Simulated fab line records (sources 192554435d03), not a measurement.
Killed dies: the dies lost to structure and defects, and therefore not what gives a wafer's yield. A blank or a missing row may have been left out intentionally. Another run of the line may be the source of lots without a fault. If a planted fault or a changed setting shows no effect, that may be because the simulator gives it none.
Matching of chambers | flow n5Finfet | N5_BEOL_M11_CURE_71 on uvCure-02 has 3 sister chambers
The step cures SiCOH lowk, time 240 s. 6 wafers are shown with their chamber, then 8 later ones without.

== WAFERS PAIRED WITH THEIR CHAMBERS ==
wafer  | chamber | wafer_temp_C_max | lampPowerPct (%)
L078.6 | 0       | 387.5            | 52.33
L086.4 | 1       | 386.0            | 52.32
L086.5 | 1       | 386.0            | 52.28
L089.3 | 2       | 386.7            | 52.38
L089.5 | 2       | 386.8            | 52.33
L090.3 | 0       | 387.6            | 52.39

== WAFERS WHOSE CHAMBER IS MISSING ==
wafer  | wafer_temp_C_max | lampPowerPct (%)
L090.4 | 386.9            | 52.26
L090.5 | 388.2            | 52.30
L093.2 | 387.7            | 52.36
L093.3 | 387.1            | 52.31
L093.4 | 387.4            | 52.28
L096.1 | 385.9            | 52.34
L096.2 | 385.9            | 52.31
L096.4 | 385.8            | 52.33

== CHAMBER TAKEN BY EACH ==
wafer  | from the rows above     | in truth
L090.4 | 2                       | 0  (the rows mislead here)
L090.5 | 0                       | 0
L093.2 | 0                       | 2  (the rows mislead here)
L093.3 | can't be placed: 2 or 0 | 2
L093.4 | 0                       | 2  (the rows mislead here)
L096.1 | 1                       | 1
L096.2 | 1                       | 1
L096.4 | 1                       | 1
Placed correctly: 4 of 8. Not placeable from these rows: 1 (in 1, the candidates include the true chamber). Placed wrongly: 3.
How it was worked out, from the rows above alone: a wafer's distance from a chamber is the root of the sum, over the readings, of the square of ((its reading less the chamber's mean) divided by the reading's scatter). The wafer belongs to the nearest chamber; if the next one is less than 2 further off, it can't be placed. The mean given for a chamber averages the wafers shown for that chamber. The scatter: the root of (the sum of the squares of (reading less its chamber's mean) over the shown wafers, divided by (wafers less chambers)).
